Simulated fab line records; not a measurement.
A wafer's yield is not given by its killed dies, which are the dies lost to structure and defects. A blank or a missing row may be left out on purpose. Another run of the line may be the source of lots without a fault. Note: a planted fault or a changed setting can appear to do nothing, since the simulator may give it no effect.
Chamber matching -- flow n5_finfet -- N5_MOL_CONTACT_COAG_ETCH_48 on rie_diel-02: 4 sister chambers
The step etches SiOC in C4F6/O2, target depth 15 nm, overetch 4.5 nm, time 17 s. 4 wafers are shown with their chamber, then 6 later ones without.

== WAFERS WITH THEIR CHAMBER ==
wafer,chamber,rf_vpp_V (V)
L383.1,0,1595
L383.4,1,1647
L384.2,3,1568
L384.4,2,1657

== WAFERS MISSING THEIR CHAMBER ==
wafer,rf_vpp_V (V)
L387.1,1656
L387.4,1646
L387.6,1656
L392.1,1655
L392.4,1568
L392.5,1646

== WHICH CHAMBER EACH WENT THROUGH ==
wafer,from the rows above,in truth
L387.1,2,2
L387.4,1,1
L387.6,2,2
L392.1,2,2
L392.4,3,3
L392.5,1,1
Correct placement for 6 of the 6. Number that these rows cannot place: 0. 0 placed wrongly.
How it was worked out, from the rows above alone: a wafer's distance from a chamber is the root of the sum, over the readings, of the square of ((its reading less the chamber's mean) divided by the reading's scatter). If the next closest chamber is less than 2 further off than the closest, the wafer can't be placed; otherwise it belongs to the closest. The mean given for a chamber averages the wafers shown for that chamber. The scatter: with one shown wafer a chamber, the root of the mean of the squares of how far each hidden wafer lies from its nearest shown one.
